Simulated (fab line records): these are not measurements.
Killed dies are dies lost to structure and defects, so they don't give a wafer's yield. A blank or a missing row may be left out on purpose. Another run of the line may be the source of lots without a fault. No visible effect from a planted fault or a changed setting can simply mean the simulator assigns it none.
Problem report in the 8D (eight disciplines) form, filled by code || flow n5 finfet || the parts of the form that need people (team, actions taken, sign-off) are left out

## 1. WHAT WENT WRONG
Wafers without a fault read 26.0 s, standard deviation 0.53; etch rf on time s at N5_BEOL_M7_ETCH_65 reads a mean of 17.8 s on 2 wafers belonging to 2 lots. Relative to the usual mean, that is a shift of -15 standard deviations.
The step: etches SiARC in CF4, target depth 15.6 nm, time 26 s.
Seen first at day 13 03:18 on rie diel-05, wafer L101.1. The record has a number at this step for 34 wafers belonging to 12 lots. The rule behind "out" and "out of limits": a value lying over 4 standard deviations away from the usual mean. All remaining wafers that have a number are taken as sound.

## 2. WHAT IT IS; WHAT IT IS NOT
{"question": "which readings at this step", "is": "etch rf on time s", "is not": "drypump motor current A, oes product au, rf vpp V, showerhead plenum p Torr, throttle valve pct"}
{"question": "which lots", "is": "L101, L106", "is not": "L986, L987, L988, L989, L991, L992, L994, L996, L997, L999"}
{"question": "which wafers of those lots", "is": "L101.1, L106.4", "is not": "L101.5, L106.2, L106.3"}
{"question": "read on which tools", "is": "rie diel-05", "is not": "rie diel-03, rie diel-04"}
{"question": "when", "is": "from day 13 03:18", "is not": "up to then (30 sound wafers); but 2 sound wafers of L106 came after"}

## 3. THE SUSPECTS, EACH WITH WHAT RULES IT OUT
Counting: any tool at a process step up to the reading remains a suspect provided it ran every lot that is out. Sound lots after the first of them don't rule it out here, since some wafers of a struck lot are sound.
- rie diel-05 at N5_BEOL_M7_ETCH_65 (etches SiARC in CF4, target depth 15.6 nm, time 26 s): kept. It processed each lot that is out (first: L101, day 13 03:18); up to then, its last sound lot is L999 (day 12 23:06). On those wafers its own readings are out: etch rf on time s.
Remaining after the count: rie diel-05 at N5_BEOL_M7_ETCH_65.

## 4. THE CAUSE (what the simulator had put in)
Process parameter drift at N5_BEOL_M7_ETCH_65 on rie diel-05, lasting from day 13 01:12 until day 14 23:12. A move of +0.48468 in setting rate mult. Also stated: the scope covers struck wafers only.
This tool alone remained once counting was done.

## 5. THE EFFECT CHAIN, in route order
Each row: a reading whose mean over the struck wafers that have a number lies more than 3 standard deviations from the usual. Only readings whose record carries a usual standard deviation are examined. hours: median over the lots of the time between each lot's start at the first step of this table that gives one and its start at this step. sigmas: the change, counted in usual standard deviations.
{"hours": 0, "step": "N5_BEOL_M7_ETCH_65", "reading": "etch rf on time s", "usual": "26.0 s", "on struck wafers": 17.8, "change": -8.2, "sigmas": -15}
Process steps it contains:
- N5_BEOL_M7_ETCH_65: etches SiARC in CF4, target depth 15.6 nm, time 26 s.
Later steps that measure or inspect, where all struck wafers having a row at the step show a number for every such reading and not one has moved that far: N5_BEOL_M7_OCD_MEAS_38.

## 6. HOW IT WOULD HAVE BEEN CAUGHT EARLIER
The fault began at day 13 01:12; the first out-of-limits reading in this record came at day 13 03:18, 2 hours later.
